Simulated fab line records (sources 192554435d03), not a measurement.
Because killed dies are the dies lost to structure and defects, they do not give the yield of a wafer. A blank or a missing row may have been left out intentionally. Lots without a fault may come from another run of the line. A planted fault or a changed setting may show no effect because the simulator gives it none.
Chamber matching    flow n5-finfet    rie-diel-05 running N5_BEOL_M2_STRIP_19: 4 sister chambers
The step strips in O2. 16 wafers are shown with their chamber, then 8 later ones without.

WAFERS PAIRED WITH THEIR CHAMBERS
wafer   chamber  drypump-motor-current-A (A)  throttle-valve-pct (%)  oes-product-au (a.u.)
L077.1  1        5.6                          16.88                   0.80
L077.4  0        4.7                          16.38                   0.90
L077.5  0        4.7                          16.36                   0.90
L078.1  2        5.7                          16.94                   0.68
L078.3  3        6.3                          16.27                   0.94
L078.5  2        5.8                          16.96                   0.68
L079.2  3        6.3                          16.25                   0.94
L079.3  0        4.7                          16.37                   0.89
L079.6  1        5.6                          16.90                   0.79
L087.1  0        4.7                          16.41                   0.85
L087.2  2        5.8                          16.98                   0.66
L087.5  0        4.7                          16.40                   0.85
L088.3  0        4.7                          16.43                   0.85
L088.4  2        5.8                          17.02                   0.64
L088.5  0        4.7                          16.43                   0.85
L091.2  1        5.6                          16.92                   0.76

SIGNATURES, as means of the wafers listed above
reading                  chamber 0  chamber 1  chamber 2  chamber 3  scatter within a chamber
drypump-motor-current-A  4.700      5.600      5.775      6.300      0.025
throttle-valve-pct       16.3971    16.9000    16.9750    16.2600    0.0278
oes-product-au           0.8700     0.7833     0.6650     0.9400     0.0219
Rule: for each reading, subtract the chamber's mean from the wafer's reading, divide by that reading's scatter and square the result; add these up over the readings and take the root, which gives the wafer's distance from the chamber. If the next closest chamber is less than 2 further off than the closest, the wafer can't be placed; otherwise it belongs to the closest. The scatter: the root of (the sum of the squares of (reading less its chamber's mean) over the shown wafers, divided by (wafers less chambers)).

WAFERS MISSING THEIR CHAMBER
wafer   drypump-motor-current-A (A)  throttle-valve-pct (%)  oes-product-au (a.u.)
L091.5  5.7                          16.99                   0.65
L091.6  6.3                          16.31                   0.88
L094.3  6.3                          16.34                   0.86
L094.4  6.3                          16.33                   0.86
L094.5  4.7                          16.45                   0.83
L095.1  6.3                          16.33                   0.86
L095.4  5.6                          16.95                   0.76
L095.6  4.7                          16.46                   0.83

THE CHAMBER EACH PASSED THROUGH
wafer   from the rows above  in truth
L091.5  2                    2
L091.6  3                    3
L094.3  3                    3
L094.4  3                    3
L094.5  0                    0
L095.1  3                    3
L095.4  1                    1
L095.6  0                    0
Correctly placed: 8 of 8. Left unplaced by these rows: 0. Placed wrongly: 0.
